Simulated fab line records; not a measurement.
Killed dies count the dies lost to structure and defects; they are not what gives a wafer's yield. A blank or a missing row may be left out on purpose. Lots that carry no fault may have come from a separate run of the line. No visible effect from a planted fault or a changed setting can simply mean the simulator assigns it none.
Matching of chambers + flow nand harc + NHARC_THIN_TSV_DEP_47 on pecvd-01 has 3 sister chambers
The step deposits SiO2, target thk 200 nm. 16 wafers are shown with their chamber, then 8 later ones without.

== WAFERS, EACH WITH ITS CHAMBER ==
| wafer  | chamber | throttle valve pct (%) |
|--------|---------|------------------------|
| L257.2 | 2       | 15.3                   |
| L257.3 | 0       | 14.8                   |
| L257.5 | 2       | 15.4                   |
| L263.1 | 2       | 15.5                   |
| L263.5 | 0       | 14.5                   |
| L263.6 | 2       | 15.3                   |
| L264.2 | 0       | 14.7                   |
| L264.5 | 2       | 15.7                   |
| L264.6 | 0       | 14.8                   |
| L272.1 | 0       | 14.6                   |
| L272.2 | 2       | 15.0                   |
| L272.6 | 1       | 15.7                   |
| L271.2 | 1       | 15.5                   |
| L271.3 | 0       | 14.5                   |
| L271.6 | 0       | 14.4                   |
| L277.1 | 2       | 15.0                   |

SIGNATURES (averages over the wafers above)
| reading            | chamber 0 | chamber 1 | chamber 2 | scatter within a chamber |
|--------------------|-----------|-----------|-----------|--------------------------|
| throttle valve pct | 14.614    | 15.600    | 15.314    | 0.207                    |
Rule: for a wafer and a chamber, the distance is found by dividing, reading by reading, the gap between the wafer's reading and the chamber's mean by the reading's scatter, squaring, summing and taking the root. The wafer belongs to the nearest chamber; if the next one is less than 2 further off, it can't be placed. The scatter: take each reading less its chamber's mean, square it, sum over the shown wafers, divide by the number of wafers less the number of chambers, and take the root.

== WAFERS MISSING THEIR CHAMBER ==
| wafer  | throttle valve pct (%) |
|--------|------------------------|
| L277.2 | 14.7                   |
| L277.5 | 15.8                   |
| L279.2 | 14.4                   |
| L279.5 | 15.2                   |
| L279.6 | 14.6                   |
| L276.1 | 14.8                   |
| L276.2 | 14.6                   |
| L276.5 | 14.3                   |

== EACH ONE'S CHAMBER ==
| wafer  | from the rows above     | in truth |
|--------|-------------------------|----------|
| L277.2 | 0                       | 0        |
| L277.5 | can't be placed: 1 or 2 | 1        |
| L279.2 | 0                       | 0        |
| L279.5 | can't be placed: 2 or 1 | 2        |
| L279.6 | 0                       | 0        |
| L276.1 | can't be placed: 0 or 2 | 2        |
| L276.2 | 0                       | 0        |
| L276.5 | 0                       | 0        |
Correct placement for 5 of the 8. Not placeable from these rows: 3 (in 3, the candidates include the true chamber). Placed wrongly: 0.
